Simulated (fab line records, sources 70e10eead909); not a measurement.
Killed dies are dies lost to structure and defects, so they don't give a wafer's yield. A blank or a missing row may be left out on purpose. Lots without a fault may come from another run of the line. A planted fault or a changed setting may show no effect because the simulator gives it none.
Which tool did it? | flow nand_harc | 12 lots, 36 wafers sampled, at 5 steps of a route of 1159

WHAT THE GAUGES READ, wafer by wafer
NHARC_END_SORT_01. Usual: killed_at_array 29, standard deviation 11; killed_at_other 0.6, standard deviation 0.92; killed_at_periphery 3.2, standard deviation 2; killed_dies 33, standard deviation 11; killed_open 3.2, standard deviation 2; killed_short 1.9, standard deviation 1.5.
lot  | measured     | on        | killed_at_array | killed_at_other | killed_at_periphery | killed_dies | killed_open | killed_short | flag
L173 | day 19 07:01 | prober-01 | 18 15 15        | 0 0 2           | 3 5 3               | 21 20 20    | 3 3 2       | 4 0 3        |
L175 | day 20 04:15 | prober-02 | 19 23 22        | 0 0 0           | 2 3 0               | 21 26 22    | 1 3 4       | 1 1 3        |
L185 | day 22 06:48 | prober-02 | 26 25 28        | 0 0 0           | 5 2 4               | 31 27 32    | 6 1 1       | 1 3 1        |
L187 | day 22 23:06 | prober-01 | 13 18 11        | 0 1 1           | 3 1 0               | 16 20 12    | 5 6 4       | 2 2 0        |

WHICH TOOL RAN EACH LOT (tool, then ch and the chambers of the sampled wafers, then the start)
lot  | NHARC_P_CONTACT_CMP_01        | NHARC_P_CONTACT_ETCH_31                       | NHARC_P_CONTACT_STRIP_28           | NHARC_P_CONTACT_CMP_24
L173 | cmp-01 ch 0,1,2, day 5 07:30  | rie_diel-05 ch 0,2, day 5 09:29 or earlier    | rie_diel-05 ch 2,3, day 5 09:29    | cmp-03 ch 0,2, day 5 11:16
L174 | cmp-02 ch 0,1, day 5 21:31    | rie_diel-05 ch 0,1,3, day 5 23:29 or earlier  | rie_diel-05 ch 0,3, day 5 23:29    | cmp-02 ch 0,1,3, day 6 04:38
L175 | cmp-02 ch 0,1,2, day 5 22:34  | rie_diel-13 ch 1,2, day 6 00:23 or earlier    | rie_diel-05 ch 0,2, day 6 00:23    | cmp-03 ch 0,1,2, day 6 05:12
L177 | cmp-03 ch 0,3, day 6 11:41    | rie_diel-05 ch 0,3, day 6 13:42 or earlier    | rie_diel-05 ch 0,2,3, day 6 13:42  | cmp-03 ch 1,2,3, day 6 20:55
L178 | cmp-02 ch 1,2,3, day 6 22:53  | rie_diel-13 ch 0,2,3, day 7 00:59 or earlier  | rie_diel-05 ch 0,2,3, day 7 00:59  | cmp-01 ch 1,2,3, day 7 02:44
L180 | cmp-01 ch 0,1, day 7 03:32    | rie_diel-13 ch 0,2,3, day 7 05:57 or earlier  | rie_diel-13 ch 0,2,3, day 7 05:57  | cmp-03 ch 0,1,3, day 7 07:44
L179 | cmp-01 ch 0,1,2, day 7 04:34  | rie_diel-05 ch 0,1, day 7 06:42 or earlier    | rie_diel-13 ch 2,3, day 7 06:42    | cmp-02 ch 0,1, day 7 08:30
L185 | cmp-01 ch 1,2, day 8 22:49    | rie_diel-13 ch 0,3, day 9 00:46 or earlier    | rie_diel-05 ch 0,1,2, day 9 00:46  | cmp-03 ch 0,1,3, day 9 06:10
L187 | cmp-02 ch 0,3, day 9 10:31    | rie_diel-05 ch 0,1, day 9 12:29 or earlier    | rie_diel-05 ch 0,1, day 9 12:29    | cmp-03 ch 0,1,2, day 9 20:28
L195 | cmp-02 ch 1,2,3, day 10 21:56 | rie_diel-05 ch 1,2,3, day 10 23:58 or earlier | rie_diel-05 ch 0,1,2, day 10 23:58 | cmp-02 ch 0,2,3, day 11 03:47
L194 | cmp-01 ch 0,2,3, day 10 22:25 | rie_diel-13 ch 1,2,3, day 11 00:22 or earlier | rie_diel-13 ch 0,1,3, day 11 00:22 | cmp-01 ch 0,2,3, day 11 04:19
L196 | cmp-02 ch 2,3, day 11 04:44   | rie_diel-13 ch 0,2,3, day 11 06:36 or earlier | rie_diel-05 ch 0,1,2, day 11 06:36 | cmp-02 ch 0,1, day 11 08:41
- NHARC_P_CONTACT_CMP_01: polishes SiO2, target thk 200 nm.
- NHARC_P_CONTACT_ETCH_31: etches the open film in CH3F/O2, target depth 30 nm, time 85.7 s.
- NHARC_P_CONTACT_STRIP_28: strips in O2.
- NHARC_P_CONTACT_CMP_24: polishes, t overpolish 30 s, target thk 200 nm.

WHAT THE TOOLS THEMSELVES READ (means of the sampled wafers that have a number; where no wafer has one, the mark that the record gives instead)
NHARC_P_CONTACT_CMP_01. Usual: motor_current_A 12.0 A, standard deviation 0.92.
lot  | tool   | motor_current_A (A) | flag
L173 | cmp-01 | 10.8                |
L174 | cmp-02 | 12.8                |
L175 | cmp-02 | 12.1                |
L177 | cmp-03 | 11.7                |
L178 | cmp-02 | 12.2                |
L180 | cmp-01 | 11.4                |
L179 | cmp-01 | 11.4                |
L185 | cmp-01 | 11.2                |
L187 | cmp-02 | 13.1                |
L195 | cmp-02 | 12.0                |
L194 | cmp-01 | 11.6                |
L196 | cmp-02 | 12.2                |

NHARC_P_CONTACT_ETCH_31. Usual: drypump_motor_current_A 5.9 A, standard deviation 0.43; oes_product_au 0.978 a.u., standard deviation 0.011; rf_vpp_V 244.2 V, standard deviation 1.8; showerhead_plenum_p_Torr 2.46 Torr, standard deviation 0.11; throttle_valve_pct 20.662 %, standard deviation 0.0091.
lot  | tool        | drypump_motor_current_A (A) | oes_product_au (a.u.) | rf_vpp_V (V) | showerhead_plenum_p_Torr (Torr) | throttle_valve_pct (%) | flag
L173 | rie_diel-05 | 5.9                         | 0.979                 | 244.2        | 2.44                            | 20.661                 |
L174 | rie_diel-05 | 6.0                         | 0.965                 | 243.5        | 2.42                            | 20.664                 |
L175 | rie_diel-13 | 5.7                         | 0.974                 | 245.1        | 2.49                            | 20.671                 |
L177 | rie_diel-05 | 6.0                         | 0.988                 | 244.2        | 2.46                            | 20.663                 |
L178 | rie_diel-13 | 5.8                         | 0.981                 | 243.4        | 2.45                            | 20.660                 |
L180 | rie_diel-13 | 5.8                         | 0.971                 | 243.9        | 2.45                            | 20.662                 |
L179 | rie_diel-05 | 5.8                         | 0.984                 | 242.6        | 2.38                            | 20.662                 |
L185 | rie_diel-13 | 6.1                         | 0.989                 | 245.7        | 2.56                            | 20.666                 |
L187 | rie_diel-05 | 5.8                         | 0.977                 | 243.6        | 2.37                            | 20.659                 |
L195 | rie_diel-05 | 6.1                         | 0.992                 | 244.1        | 2.44                            | 20.661                 |
L194 | rie_diel-13 | 5.5                         | 0.983                 | 243.7        | 2.43                            | 20.665                 |
L196 | rie_diel-13 | 5.8                         | 0.975                 | 244.0        | 2.45                            | 20.649                 |

NHARC_P_CONTACT_STRIP_28. Usual: drypump_motor_current_A 6.0 A, standard deviation 0.35; oes_product_au 1.000 a.u., standard deviation 0.0065; rf_vpp_V 57.8 V, standard deviation 0.93; showerhead_plenum_p_Torr 3.50 Torr, standard deviation 0.14; throttle_valve_pct 17.038 %, standard deviation 0.0092.
lot  | tool        | drypump_motor_current_A (A) | oes_product_au (a.u.) | rf_vpp_V (V) | showerhead_plenum_p_Torr (Torr) | throttle_valve_pct (%) | flag
L173 | rie_diel-05 | 6.3                         | 1.000                 | 59.0         | 3.62                            | 17.037                 |
L174 | rie_diel-05 | 6.2                         | 1.003                 | 57.8         | 3.59                            | 17.036                 |
L175 | rie_diel-05 | 6.1                         | 0.995                 | 58.3         | 3.54                            | 17.037                 |
L177 | rie_diel-05 | 6.1                         | 1.002                 | 58.3         | 3.56                            | 17.044                 |
L178 | rie_diel-05 | 6.1                         | 1.003                 | 58.3         | 3.56                            | 17.041                 |
L180 | rie_diel-13 | 5.8                         | 1.004                 | 58.1         | 3.52                            | 17.028                 |
L179 | rie_diel-13 | 5.3                         | 1.000                 | 57.5         | 3.42                            | 17.048                 |
L185 | rie_diel-05 | 6.0                         | 0.997                 | 57.7         | 3.45                            | 17.040                 |
L187 | rie_diel-05 | 5.9                         | 1.001                 | 57.3         | 3.36                            | 17.037                 |
L195 | rie_diel-05 | 6.0                         | 1.004                 | 57.9         | 3.44                            | 17.037                 |
L194 | rie_diel-13 | 5.8                         | 1.003                 | 58.3         | 3.63                            | 17.043                 |
L196 | rie_diel-05 | 6.0                         | 0.999                 | 58.4         | 3.44                            | 17.039                 |

NHARC_P_CONTACT_CMP_24. Usual: motor_current_A 12.0 A, standard deviation 1; overpolish_run_s 29.999 s, standard deviation 0.0093; time_to_endpoint_s 39.5 s, standard deviation 2.6.
lot  | tool   | motor_current_A (A) | overpolish_run_s (s) | time_to_endpoint_s (s) | flag
L173 | cmp-03 | 12.9                | 29.989               | 34.2                   |
L174 | cmp-02 | 12.1                | 30.001               | 39.9                   |
L175 | cmp-03 | 12.4                | 29.997               | 41.2                   |
L177 | cmp-03 | 12.1                | 30.008               | 38.2                   |
L178 | cmp-01 | 11.7                | 30.004               | 37.4                   |
L180 | cmp-03 | 11.6                | 29.996               | 37.6                   |
L179 | cmp-02 | 12.7                | 30.001               | 41.4                   |
L185 | cmp-03 | 11.2                | 10.206               | 79.7                   | OFF
L187 | cmp-03 | 12.1                | 10.130               | 80.4                   | OFF
L195 | cmp-02 | 12.7                | 29.994               | 38.7                   |
L194 | cmp-01 | 11.7                | 29.989               | 37.5                   |
L196 | cmp-02 | 12.4                | 29.999               | 44.0                   |

THE ANSWER, worked out from the rows above alone
Rule: a lot is off if the mean of its wafers that have a number lies more than 3 standard deviations from the usual mean. A lot without any number at a reading at which 4 lots or more have one is off too. The other lots that the step has rows for count as sound. The gauges are gone through in route order, then the tools' own readings, and for those a lot's mean is taken as printed above. The first step at which some lot is off is used, and at that step the reading that is off furthest; a lot without a number counts as furthest.
Off: L185, L187, at NHARC_P_CONTACT_CMP_24 (overpolish_run_s).
A tool fits if, at that step or a process step before it, it ran every lot that is off, and no sound lot after the first of them. NHARC_P_CONTACT_ETCH_31 gives no start for some lots, so the hours and the order of its lots are those of NHARC_P_CONTACT_STRIP_28. One fits: cmp-03 at NHARC_P_CONTACT_CMP_24. Its last sound lot is L180 (day 7 07:44), its first lot that is off L185 (day 9 06:10): a fault that began between those two fits.
The tool's own readings at NHARC_P_CONTACT_CMP_24 bear it out: on the lots that are off they differ by more than 5 times the standard deviation of the sound lots' means. overpolish_run_s reads 10.168 s there against 29.998 s on the sound lots; time_to_endpoint_s reads 80.1 s there against 39.0 s on the sound lots.

WHAT THE SIMULATOR HAD PUT IN
Process parameter drift: cmp-03, from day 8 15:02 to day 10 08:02, at NHARC_P_CONTACT_CMP_24. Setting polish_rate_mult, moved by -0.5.
Lots struck among those shown: L185, L187. The rule above found the same.
